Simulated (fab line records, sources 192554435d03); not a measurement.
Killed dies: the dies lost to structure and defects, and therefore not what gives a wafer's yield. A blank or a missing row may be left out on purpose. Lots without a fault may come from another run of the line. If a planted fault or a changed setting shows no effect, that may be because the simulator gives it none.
fab line records :: flow n5_finfet
record
  lots=5
  wafers=15
  last_day=16
route steps=1938 shown WELL_APT@40 PMOS_HMC_CHANNEL_EPI@57 BEOL_M4@1111 PASSIVATION@1936
lots untouched by any fault: they come from a run of this same line in which no faults occurred
start_h: start of the lot's first displayed wafer, in hours after the record's first day :: wait_h: how many hours have passed since the lot's step before this one :: " as in the row above :: L1.1+2: several wafers, shown together as one row :: - value missing, or start not given :: * or withheld: withheld :: < > ~ a bound
route shown NAME@n: names a module that has steps shown in the file, with the first one's number in the route :: usual: average and standard deviation across the fault-free wafers :: same: alike in all rows :: chamber/n: place in a boat :: sites: readings site by site :: _std_site: how widely they spread, as a standard deviation :: _edge_site: outer sites' mean less inner sites' :: radius_mm: how far each site lies from the wafer's centre :: mask NAME#n: copy n :: behind: tool/chamber where the wafer was last shaped :: hold: the reason the lot was held/the length of the hold in hours/how it ended :: device: names the non-switching transistor (n, p or np) :: end of line: the same wafers' tests at the end of the route :: a step without rows: its recipe alone :: killed: dies lost to structure and defects at the first sort, not the wafer's yield :: map: the dies of a wafer, with x for killed, . for not killed, _ for no die there
set.NAME: the setting the step ran with; set.NAME@STEP: the setting that earlier step ran with :: model.NAME: the simulator's own value behind a step, which no gauge read
a table for each step, a row for each wafer; lots at some steps of the route
## steps
# step N5_WELL_APT_PEB_23
# recipe
  peb_temp_c=130
  peb_time_s=90
# step N5_WELL_APT_DEVELOP_24
# recipe
  develop_time_s=45
  rinse_liquid=surfactant_rinse
  dry=air_spin
  dev_temp_c=21
# step N5_WELL_APT_HARDBAKE_29
# recipe
  temp_c=130
  time_s=120
# step N5_WELL_APT_DESCUM_30
# recipe
  chemistry=O2
  time_s=7.9
  source_power_w=50
  bias_power_w=20
  pressure_mtorr=20
  rf_frequency_hz=2.712e+07
  temp_c=40
  o2_flow_sccm=225
# step N5_WELL_APT_IMPLANT_31
# recipe
  species=B
  energy_kev=60
  dose_cm2=1.5e+13
  tilt_deg=0
  rotation_deg=0
# step N5_WELL_APT_IMPLANT_32
# recipe
  species=BF2
  energy_kev=50
  dose_cm2=2e+13
  tilt_deg=0
  rotation_deg=0
# step N5_WELL_APT_STRIP_33
# recipe
  chemistry=SPM
  time_s=900
  temp_c=130
  h2so4_h2o2_vol_ratio=4
  dry=ipa_marangoni
# step N5_WELL_APT_RTA_34
# recipe
  temp_c=1000
  time_s=10
  ambient=N2
  idle_temp_c=600
  ramp_up_c_per_s=150
  ramp_down_c_per_s=60
  cool_to_c=600
# step N5_WELL_APT_OXIDE_STRIP_42
# recipe
  chemistry=dHF
  dilution=25:1
  time_s=45
  temp_c=25
  target=SiO2
  target_depth_a=120
# step N5_WELL_APT_PRECLEAN_36
# recipe
  chemistry=O3/DIW
  time_s=45
  temp_c=22
  o3_ppm=10
# usual
  bath_heat_duty_pct=2.2/0.47
lot.wafer: L627.1
tool: wet_bench-03
chamber: 4
start_h: 70.59
wait_h: 0.0
bath_heat_duty_pct: 1.8

lot.wafer: L627.2
tool: wet_bench-03
chamber: 6
start_h: 70.59
wait_h: 0.0
bath_heat_duty_pct: 1.8

lot.wafer: L627.3
tool: wet_bench-03
chamber: 3
start_h: 70.59
wait_h: 0.0
bath_heat_duty_pct: 1.5

lot.wafer: L629.2
tool: wet_bench-03
chamber: 7
start_h: 81.83
wait_h: 0.0
bath_heat_duty_pct: 2.6

lot.wafer: L629.4
tool: wet_bench-03
chamber: 6
start_h: 81.83
wait_h: 0.0
bath_heat_duty_pct: 3.2

lot.wafer: L629.5
tool: wet_bench-03
chamber: 0
start_h: 81.83
wait_h: 0.0
bath_heat_duty_pct: 2.4

lot.wafer: L630.1
tool: wet_bench-03
chamber: 2
start_h: 88.67
wait_h: 0.0
bath_heat_duty_pct: 1.4

lot.wafer: L630.3
tool: wet_bench-03
chamber: 0
start_h: 88.67
wait_h: 0.0
bath_heat_duty_pct: 1.8

lot.wafer: L630.5
tool: wet_bench-03
chamber: 5
start_h: 88.67
wait_h: 0.0
bath_heat_duty_pct: 1.9

lot.wafer: L632.2
tool: wet_bench-03
chamber: 0
start_h: 99.95
wait_h: 0.0
bath_heat_duty_pct: 1.5

lot.wafer: L632.3
tool: wet_bench-03
chamber: 4
start_h: 99.95
wait_h: 0.0
bath_heat_duty_pct: 2.9

lot.wafer: L632.4
tool: wet_bench-03
chamber: 5
start_h: 99.95
wait_h: 0.0
bath_heat_duty_pct: 2.3

lot.wafer: L633.1
tool: wet_bench-01
chamber: 6
start_h: 106.09
wait_h: 0.0
bath_heat_duty_pct: 2.2

lot.wafer: L633.2
tool: wet_bench-01
chamber: 1
start_h: 106.09
wait_h: 0.0
bath_heat_duty_pct: 1.4

lot.wafer: L633.6
tool: wet_bench-01
chamber: 5
start_h: 106.09
wait_h: 0.0
bath_heat_duty_pct: 2.7
# step N5_WELL_APT_PRECLEAN_39
# recipe
  chemistry=dHF
  time_s=60
  dilution=150:1
  temp_c=25
# step N5_WELL_APT_SRD_37
# recipe
  dry=ipa_marangoni
  do_ppb=5
  time_s=30
  temp_c=23
  rinse_liquid=diw
# step N5_WELL_APT_EPI_41
# recipe
  material=Si
  target_thk_a=500
  temp_c=650
  precursor=SiH4/H2
  pressure_torr=20
  time_s=297.7
# step N5_WELL_APT_INSPECT_38
# recipe
  inspect_instrument=darkfield
  mode=post_epi
# usual
  raw_defect_count=12/4.8
lot.wafer: L627.1
tool: defect_inspect-01
chamber: -
start_h: 71.32
wait_h: 0.6
raw_defect_count: 14

lot.wafer: L627.2
tool: defect_inspect-01
chamber: -
start_h: 71.32
wait_h: 0.6
raw_defect_count: 14

lot.wafer: L627.3
tool: defect_inspect-01
chamber: -
start_h: 71.32
wait_h: 0.6
raw_defect_count: 14

lot.wafer: L629.2
tool: defect_inspect-01
chamber: -
start_h: 82.54
wait_h: 0.4
raw_defect_count: 14

lot.wafer: L629.4
tool: defect_inspect-01
chamber: -
start_h: 82.54
wait_h: 0.4
raw_defect_count: 8

lot.wafer: L629.5
tool: defect_inspect-01
chamber: -
start_h: 82.54
wait_h: 0.4
raw_defect_count: 431

lot.wafer: L630.1
tool: defect_inspect-01
chamber: -
start_h: 89.39
wait_h: 0.5
raw_defect_count: 10

lot.wafer: L630.3
tool: defect_inspect-01
chamber: -
start_h: 89.39
wait_h: 0.5
raw_defect_count: 386

lot.wafer: L630.5
tool: defect_inspect-01
chamber: -
start_h: 89.39
wait_h: 0.5
raw_defect_count: 6

lot.wafer: L632.2
tool: defect_inspect-02
chamber: -
start_h: 100.67
wait_h: 0.4
raw_defect_count: 400

lot.wafer: L632.3
tool: defect_inspect-02
chamber: -
start_h: 100.67
wait_h: 0.4
raw_defect_count: 16

lot.wafer: L632.4
tool: defect_inspect-02
chamber: -
start_h: 100.67
wait_h: 0.4
raw_defect_count: 16

lot.wafer: L633.1
tool: defect_inspect-02
chamber: -
start_h: 106.80
wait_h: 0.5
raw_defect_count: 8

lot.wafer: L633.2
tool: defect_inspect-02
chamber: -
start_h: 106.80
wait_h: 0.5
raw_defect_count: 6

lot.wafer: L633.6
tool: defect_inspect-02
chamber: -
start_h: 106.80
wait_h: 0.5
raw_defect_count: 19
# step N5_PMOS_HMC_CHANNEL_EPI_HM_DEP_34
# recipe
  material=SiO2
  target_thk_a=360
  temp_c=400
  precursor=TEOS/O2
  pressure_torr=6.5
  rf_w=900
  teos_flow_sccm=161.4
  gas=O2
  flow_sccm=2650
  time_s=6.9
# step N5_PMOS_HMC_CHANNEL_EPI_COAT_31
# recipe
  resist=BARC
  temp_c=205
  time_s=60
  spin_rpm=1500
  resist_thk_nm=66
# step N5_PMOS_HMC_CHANNEL_EPI_COAT_03
# recipe
  resist=CAR-ArF-block
  spin_rpm=1500
  resist_thk_nm=205
# step N5_PMOS_HMC_CHANNEL_EPI_EBR_05
# recipe
  solvent=PGMEA
  ebr_width_mm=1.5
# step N5_PMOS_HMC_CHANNEL_EPI_SOFTBAKE_04
# recipe
  temp_c=110
  time_s=60
  resist=CAR-ArF-block
# step N5_PMOS_HMC_CHANNEL_EPI_EXPOSE_06
# recipe
  mask_id=PMOS_HMC_BLK
  na=1.35
  source_shape=conventional
  sigma_outer=0.8
  polarization=unpolarized
  target_cd_nm=240
  dose_mj=41
# step N5_PMOS_HMC_CHANNEL_EPI_PEB_07
# recipe
  peb_temp_c=110
  peb_time_s=60
  resist=CAR-ArF-block
# step N5_PMOS_HMC_CHANNEL_EPI_DEVELOP_08
# recipe
  develop_time_s=30
  developer=TMAH
  resist=CAR-ArF-block
  dev_temp_c=23
  rinse_liquid=diw
  dry=air_spin
# step N5_PMOS_HMC_CHANNEL_EPI_INSPECT_11
# recipe
  mode=adi
  inspect_instrument=macro
# usual
  raw_defect_count=2.1/1.5
lot.wafer: L627.1
tool: defect_inspect-01
chamber: -
start_h: 71.84
wait_h: 0.0
raw_defect_count: 4

lot.wafer: L627.2
tool: defect_inspect-01
chamber: -
start_h: 71.84
wait_h: 0.0
raw_defect_count: 1

lot.wafer: L627.3
tool: defect_inspect-01
chamber: -
start_h: 71.84
wait_h: 0.0
raw_defect_count: 3

lot.wafer: L629.2
tool: defect_inspect-01
chamber: -
start_h: 83.04
wait_h: 0.0
raw_defect_count: 4

lot.wafer: L629.4
tool: defect_inspect-01
chamber: -
start_h: 83.04
wait_h: 0.0
raw_defect_count: 1

lot.wafer: L629.5
tool: defect_inspect-01
chamber: -
start_h: 83.04
wait_h: 0.0
raw_defect_count: >300

lot.wafer: L630.1
tool: defect_inspect-02
chamber: -
start_h: 89.76
wait_h: 0.0
raw_defect_count: 3

lot.wafer: L630.3
tool: defect_inspect-02
chamber: -
start_h: 89.76
wait_h: 0.0
raw_defect_count: >300

lot.wafer: L630.5
tool: defect_inspect-02
chamber: -
start_h: 89.76
wait_h: 0.0
raw_defect_count: 2

lot.wafer: L632.2
tool: defect_inspect-02
chamber: -
start_h: 101.18
wait_h: 0.0
raw_defect_count: >300

lot.wafer: L632.3
tool: defect_inspect-02
chamber: -
start_h: 101.18
wait_h: 0.0
raw_defect_count: 2

lot.wafer: L632.4
tool: defect_inspect-02
chamber: -
start_h: 101.18
wait_h: 0.0
raw_defect_count: 6

lot.wafer: L633.1
tool: defect_inspect-01
chamber: -
start_h: 107.17
wait_h: 0.0
raw_defect_count: 4

lot.wafer: L633.2
tool: defect_inspect-01
chamber: -
start_h: 107.17
wait_h: 0.0
raw_defect_count: 0

lot.wafer: L633.6
tool: defect_inspect-01
chamber: -
start_h: 107.17
wait_h: 0.0
raw_defect_count: 1
# step N5_PMOS_HMC_CHANNEL_EPI_DESCUM_14
# recipe
  chemistry=O2
  time_s=7.9
  source_power_w=50
  bias_power_w=20
  pressure_mtorr=20
  rf_frequency_hz=2.712e+07
  temp_c=40
  resist=CAR-ArF-block
  o2_flow_sccm=225
# step N5_BEOL_M4_RC_MEAS_101
# usual
  DIBL_N=36.3/1.6
  DIBL_P=36.2/2
  IOFF_N=0.160/0.028
  IOFF_P=0.21/0.036
  ION_N=677/11
  ION_P=465/6.9
  SS_N=71.5/0.55
  SS_P=73.3/0.64
  VT_N=250/3
  VT_P=-250/3.5
lot.wafer: L627.1
tool: prober-01
chamber: 0
start_h: 230.68
wait_h: 0.0
DIBL_N[mV/V]: 36.1
DIBL_P[mV/V]: 37.4
IOFF_N[nA/um]: 0.149
IOFF_P[nA/um]: 0.25
ION_N[uA/um]: 661
ION_P[uA/um]: 461
SS_N[mV/dec]: 72.0
SS_P[mV/dec]: 73.7
VT_N[mV]: 252
VT_P[mV]: -247

lot.wafer: L627.2
tool: prober-01
chamber: 0
start_h: 230.68
wait_h: 0.0
DIBL_N[mV/V]: 36.0
DIBL_P[mV/V]: 36.1
IOFF_N[nA/um]: 0.145
IOFF_P[nA/um]: 0.22
ION_N[uA/um]: 676
ION_P[uA/um]: 469
SS_N[mV/dec]: 71.0
SS_P[mV/dec]: 72.5
VT_N[mV]: 251
VT_P[mV]: -249

lot.wafer: L627.3
tool: prober-01
chamber: 0
start_h: 230.68
wait_h: 0.0
DIBL_N[mV/V]: 39.1
DIBL_P[mV/V]: 41.1
IOFF_N[nA/um]: 0.211
IOFF_P[nA/um]: 0.32
ION_N[uA/um]: 675
ION_P[uA/um]: 471
SS_N[mV/dec]: 72.6
SS_P[mV/dec]: 74.5
VT_N[mV]: 245
VT_P[mV]: -241

lot.wafer: L629.2
tool: prober-01
chamber: 0
start_h: 235.28
wait_h: 0.2
DIBL_N[mV/V]: 37.1
DIBL_P[mV/V]: 37.6
IOFF_N[nA/um]: 0.179
IOFF_P[nA/um]: 0.24
ION_N[uA/um]: 692
ION_P[uA/um]: 471
SS_N[mV/dec]: 72.2
SS_P[mV/dec]: 74.4
VT_N[mV]: 246
VT_P[mV]: -248

lot.wafer: L629.4
tool: prober-01
chamber: 0
start_h: 235.28
wait_h: 0.2
DIBL_N[mV/V]: 37.8
DIBL_P[mV/V]: 39.0
IOFF_N[nA/um]: 0.207
IOFF_P[nA/um]: 0.24
ION_N[uA/um]: 686
ION_P[uA/um]: 466
SS_N[mV/dec]: 71.9
SS_P[mV/dec]: 74.5
VT_N[mV]: 246
VT_P[mV]: -249

lot.wafer: L629.5
tool: prober-01
chamber: 0
start_h: 235.28
wait_h: 0.2
DIBL_N[mV/V]: 37.2
DIBL_P[mV/V]: 38.7
IOFF_N[nA/um]: 0.189
IOFF_P[nA/um]: 0.24
ION_N[uA/um]: 689
ION_P[uA/um]: 470
SS_N[mV/dec]: 71.4
SS_P[mV/dec]: 74.8
VT_N[mV]: 248
VT_P[mV]: -251

lot.wafer: L630.1
tool: prober-02
chamber: 0
start_h: 240.26
wait_h: 0.0
DIBL_N[mV/V]: 35.6
DIBL_P[mV/V]: 33.1
IOFF_N[nA/um]: 0.130
IOFF_P[nA/um]: 0.17
ION_N[uA/um]: 673
ION_P[uA/um]: 462
SS_N[mV/dec]: 71.7
SS_P[mV/dec]: 73.1
VT_N[mV]: 254
VT_P[mV]: -255

lot.wafer: L630.3
tool: prober-02
chamber: 0
start_h: 240.26
wait_h: 0.0
DIBL_N[mV/V]: 36.5
DIBL_P[mV/V]: 33.7
IOFF_N[nA/um]: 0.143
IOFF_P[nA/um]: 0.18
ION_N[uA/um]: 667
ION_P[uA/um]: 455
SS_N[mV/dec]: 72.3
SS_P[mV/dec]: 73.3
VT_N[mV]: 252
VT_P[mV]: -254

lot.wafer: L630.5
tool: prober-02
chamber: 0
start_h: 240.26
wait_h: 0.0
DIBL_N[mV/V]: 37.0
DIBL_P[mV/V]: 34.1
IOFF_N[nA/um]: 0.132
IOFF_P[nA/um]: 0.18
ION_N[uA/um]: 665
ION_P[uA/um]: 459
SS_N[mV/dec]: 72.1
SS_P[mV/dec]: 73.2
VT_N[mV]: 255
VT_P[mV]: -254

lot.wafer: L632.2
tool: prober-01
chamber: 0
start_h: 245.80
wait_h: 0.2
DIBL_N[mV/V]: 38.8
DIBL_P[mV/V]: 38.5
IOFF_N[nA/um]: 0.223
IOFF_P[nA/um]: 0.24
ION_N[uA/um]: 688
ION_P[uA/um]: 461
SS_N[mV/dec]: 72.2
SS_P[mV/dec]: 74.4
VT_N[mV]: 246
VT_P[mV]: -250

lot.wafer: L632.3
tool: prober-01
chamber: 0
start_h: 245.80
wait_h: 0.2
DIBL_N[mV/V]: 37.0
DIBL_P[mV/V]: 37.2
IOFF_N[nA/um]: 0.183
IOFF_P[nA/um]: 0.22
ION_N[uA/um]: 685
ION_P[uA/um]: 465
SS_N[mV/dec]: 71.2
SS_P[mV/dec]: 73.4
VT_N[mV]: 248
VT_P[mV]: -252

lot.wafer: L632.4
tool: prober-01
chamber: 0
start_h: 245.80
wait_h: 0.2
DIBL_N[mV/V]: 39.6
DIBL_P[mV/V]: 39.3
IOFF_N[nA/um]: 0.225
IOFF_P[nA/um]: 0.25
ION_N[uA/um]: 685
ION_P[uA/um]: 467
SS_N[mV/dec]: 72.3
SS_P[mV/dec]: 74.9
VT_N[mV]: 246
VT_P[mV]: -249

lot.wafer: L633.1
tool: prober-01
chamber: 0
start_h: 275.54
wait_h: 0.0
DIBL_N[mV/V]: 34.4
DIBL_P[mV/V]: 35.1
IOFF_N[nA/um]: 0.142
IOFF_P[nA/um]: 0.20
ION_N[uA/um]: 685
ION_P[uA/um]: 470
SS_N[mV/dec]: 70.7
SS_P[mV/dec]: 73.1
VT_N[mV]: 249
VT_P[mV]: -252

lot.wafer: L633.2
tool: prober-01
chamber: 0
start_h: 275.54
wait_h: 0.0
DIBL_N[mV/V]: 36.1
DIBL_P[mV/V]: 36.8
IOFF_N[nA/um]: 0.170
IOFF_P[nA/um]: 0.22
ION_N[uA/um]: 682
ION_P[uA/um]: 473
SS_N[mV/dec]: 71.6
SS_P[mV/dec]: 72.6
VT_N[mV]: 249
VT_P[mV]: -248

lot.wafer: L633.6
tool: prober-01
chamber: 0
start_h: 275.54
wait_h: 0.0
DIBL_N[mV/V]: 35.3
DIBL_P[mV/V]: 36.4
IOFF_N[nA/um]: 0.158
IOFF_P[nA/um]: 0.22
ION_N[uA/um]: 685
ION_P[uA/um]: 467
SS_N[mV/dec]: 71.9
SS_P[mV/dec]: 72.8
VT_N[mV]: 249
VT_P[mV]: -250
# step N5_PASSIVATION_PROBE_49
# usual
  defect_limited_yield=91.2/1.5
  killed_at_M0_to_M3=36/10
  killed_at_M4_up=13/6
  killed_at_contacts=11/5.2
  killed_at_front_end=40/11
  killed_at_other=3.1/2.9
  killed_dies=104/17
  killed_open=66/12
  killed_short=34/7.7
  sort_bin_5_function=5.1/0.91
  sort_bin_6_memory=3.2/0.67
  sort_n_pass=1076/17
  sort_yield_pct=91.2/1.5
# same
  gross_dies=1180
  killed_at_back_side=0
  sort_bin_4_leakage[%]=0
  sort_bin_8_speed[%]=0
lot.wafer: L629.5
tool: prober-02
chamber: -
start_h: 344.71
wait_h: 0.2
defect_limited_yield[%]: 81.4
killed_at_M0_to_M3: 28
killed_at_M4_up: 8
killed_at_contacts: 17
killed_at_front_end: 160
killed_at_other: 6
killed_dies: 219
killed_open: 65
killed_short: 33
sort_bin_5_function[%]: 11.5
sort_bin_6_memory[%]: 4.5
sort_n_pass: 961
sort_yield_pct[%]: 81.4

lot.wafer: L630.3
tool: prober-02
chamber: -
start_h: 349.41
wait_h: 0.1
defect_limited_yield[%]: 83.0
killed_at_M0_to_M3: 42
killed_at_M4_up: 11
killed_at_contacts: 2
killed_at_front_end: 146
killed_at_other: 0
killed_dies: 201
killed_open: 68
killed_short: 30
sort_bin_5_function[%]: 11.2
sort_bin_6_memory[%]: 3.7
sort_n_pass: 979
sort_yield_pct[%]: 83.0

lot.wafer: L632.2
tool: prober-02
chamber: -
start_h: 355.53
wait_h: 0.1
defect_limited_yield[%]: 83.9
killed_at_M0_to_M3: 37
killed_at_M4_up: 5
killed_at_contacts: 6
killed_at_front_end: 142
killed_at_other: 0
killed_dies: 190
killed_open: 56
killed_short: 23
sort_bin_5_function[%]: 9.8
sort_bin_6_memory[%]: 3.8
sort_n_pass: 990
sort_yield_pct[%]: 83.9
# killed by level:class
L629.5 WELL_APT:unspecified=109 MOL_CONTACT_COAG:geometric_particle:open=15 HKMG_FIN:area_etch=10 BEOL_M1:geometric_particle:open=8 FIN_SAQP:geometric_particle:short=7 DUMMY_GATE:geometric_particle:open=6 GATE_CUT:geometric_particle:short=6 GATE_CUT:geometric_particle:open=5
L630.3 WELL_APT:unspecified=100 FIN_SAQP:geometric_particle:open=10 BEOL_M2:geometric_particle:open=10 FIN_SAQP:geometric_particle:short=9 BEOL_M3:geometric_particle:open=8 STI_FIN_REVEAL:geometric_particle:open=7 BEOL_M0_SAQP:geometric_particle:short=6 BEOL_M0_SAQP:geometric_particle:open=6
L632.2 WELL_APT:unspecified=105 BEOL_M0_SAQP:geometric_particle:open=11 FIN_SAQP:geometric_particle:open=9 BEOL_M2:geometric_particle:open=9 STARTING-WAFER:geometric_particle:open=7 STI_FIN_REVEAL:geometric_particle:open=5 BEOL_M2:geometric_particle:short=5 MOL_CONTACT_COAG:geometric_particle:open=4
# map L629.5 (x killed, . not)
_________________....x.....x.________________
______________x........x.xxxxxxx_____________
___________.........x..xxxxxxxxxx..__________
__________...x.......x.xxxxxxxxxx.x._________
________...........x.xxxxxxxxxxxx...x._______
_______.............x.x.xxxxxxxxxxx...x______
______....x....x....xx.xxxxxxxxxxx.x...._____
_____.......x........xxxxxxxxxxxxxxx.....____
____x..x......x........xxxxxxxxxx...xxx...___
___.........x.......x...xxxxxxxx.x.x......x__
___......x.x.........x...xxx.....x.........__
__.....................x.x.x..x........x.x.._
__.................x........................_
_....................x.....x............xx.x.
_................xx......................x...
_.x........................x...x.x...x....xx.
_...xx.........x.........x.....x....x........
_.........x.x............x.............x..x..
_x..........x.....x...x....x.....x.....x.....
_................x..x.........x...x.....x..x.
_..x.................x..x.....x...x....x.....
__....x........................x............_
__......................xx................x._
___...........xx...................x.......__
___..x.......................x.............__
____.xx...............x...................___
_____......x..................x..........____
______x....................x.........x.._____
_______.........x.....x.............x..______
________....xx......x...x............._______
__________....xx....x....x.....x..x._________
___________.x....x.......x.........__________
______________................x._____________
_________________..........x.________________
# map L630.3 (x killed, . not)
_________________.........xxx________________
______________.........xxx..xxxx_____________
___________x....x....x.xxxxxxxxxx.x__________
__________.............xxxxxxxxxxxx._________
________..........x.....xxxxxxxxxxxx.._______
_______...............xxxxxxxxxxxx.x...______
______...........x.x..xxxxxxxxxxxx.....x_____
_____..............x..xxxxxxxxxxxxx.x....____
____x......xx.........xxxxxxxxx.xx........___
___......xx..x..x.....x.x.x.xxxx....x......__
___....xx.........x.......xx...x....x..x...__
__.............x...............xx..........._
__.x...........x........x.................x._
_..........x..........x....x.................
_..x......................x..................
_.............x.x...x...............x.x......
_.....................xx.......x..........x..
_.......x.....x..........x.......x...........
_.............x....x.x..........x............
_....................x......x...x..x.........
_.....x......x.....................x.........
__...................xx..................xx._
__..........x..............................._
___....x......x...........................x__
___............x............x.x......x.....__
____..x...................................___
_____...x................................____
______.............xx........x....x....x_____
_______............x.......xx........x.______
________...........................x.._______
__________x.....x..........x....x..x_________
___________..x.x..x..x........x....__________
______________...x.............._____________
_________________x....x.xx...________________
## key
first_sign
  step=N5_WELL_APT_INSPECT_38
  reading=raw_defect_count
  direction=up
  sigmas=82
  usual=12
  struck=406
effect
  step=N5_PMOS_HMC_CHANNEL_EPI_INSPECT_11
  reading=raw_defect_count
  direction=up
  sigmas=99+
  usual=2.1
  struck=>300
effect
  step=N5_PASSIVATION_PROBE_49
  reading=killed_at_front_end
  direction=up
  sigmas=9.9
  usual=40
  struck=149
more_kills_born_at
  N5_WELL_APT_PRECLEAN_36@wet_bench-03=314
met_at N5_WELL_APT_PRECLEAN_36
struck_wafers L629.5,L630.3,L632.2
baseline_loss
  step=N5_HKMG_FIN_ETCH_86
  wafers=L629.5
fault
  kind=chamber_particle_source
  tool=wet_bench-03
  chamber=0
  onset_h=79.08
  steps=N5_WELL_APT_PRECLEAN_36
  rate_per_visit_cm2=0.59071
  end_h=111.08
# baseline_loss: these wafers lose ten dies or more at that step, a loss of the line's own and not of a fault; the sort's usual values leave them out
